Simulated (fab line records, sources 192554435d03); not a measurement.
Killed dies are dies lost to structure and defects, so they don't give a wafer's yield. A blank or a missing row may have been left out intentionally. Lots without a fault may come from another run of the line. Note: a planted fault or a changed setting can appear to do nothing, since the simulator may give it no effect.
Matching of chambers | flow n5 finfet | N5_BEOL_M0_DEP_125 on pecvd-02 has 3 sister chambers
The step deposits SiCN from 3MS/NH3, target thk 8 nm, time 14 s. 14 wafers are shown with their chamber, then 7 later ones without.

## WAFERS, EACH WITH ITS CHAMBER
wafer  | chamber | showerhead plenum p Torr (Torr) | throttle valve pct (%)
L076.2 | 0       | 3.646                           | 8.9
L076.3 | 1       | 3.649                           | 9.0
L076.4 | 1       | 3.645                           | 9.0
L078.1 | 0       | 3.645                           | 8.7
L078.4 | 2       | 3.658                           | 9.5
L078.6 | 1       | 3.656                           | 8.7
L079.1 | 1       | 3.645                           | 8.9
L079.3 | 2       | 3.660                           | 9.1
L079.6 | 0       | 3.642                           | 8.6
L080.3 | 0       | 3.652                           | 8.9
L080.4 | 2       | 3.656                           | 9.0
L080.5 | 0       | 3.658                           | 9.0
L082.3 | 0       | 3.646                           | 8.9
L082.4 | 1       | 3.644                           | 8.9

SIGNATURES (means of the wafers above)
reading                  | chamber 0 | chamber 1 | chamber 2 | scatter within a chamber
showerhead plenum p Torr | 3.64817   | 3.64780   | 3.65800   | 0.00501
throttle valve pct       | 8.833     | 8.900     | 9.200     | 0.169
Rule: distance of a wafer from a chamber = root of the sum over the readings of ((wafer's reading minus chamber's mean) / reading's scatter) squared. If the next closest chamber is less than 2 further off than the closest, the wafer can't be placed; otherwise it belongs to the closest. The scatter: take each reading less its chamber's mean, square it, sum over the shown wafers, divide by the number of wafers less the number of chambers, and take the root.

## WAFERS WITHOUT THEIR CHAMBER
wafer  | showerhead plenum p Torr (Torr) | throttle valve pct (%)
L082.5 | 3.650                           | 9.1
L091.2 | 3.651                           | 9.2
L091.3 | 3.652                           | 8.7
L091.6 | 3.652                           | 8.9
L093.3 | 3.643                           | 9.0
L093.4 | 3.646                           | 8.6
L093.6 | 3.645                           | 8.8

## CHAMBER TAKEN BY EACH
wafer  | from the rows above          | in truth
L082.5 | can't be placed: 1 or 0 or 2 | 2
L091.2 | can't be placed: 2 or 1 or 0 | 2
L091.3 | can't be placed: 0 or 1      | 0
L091.6 | can't be placed: 1 or 0 or 2 | 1
L093.3 | can't be placed: 1 or 0      | 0
L093.4 | can't be placed: 0 or 1      | 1
L093.6 | can't be placed: 0 or 1      | 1
Placed correctly: 0 of 7. Unplaceable from these rows: 7, with the true chamber sitting among the candidates in 7. Wrongly placed: 0.
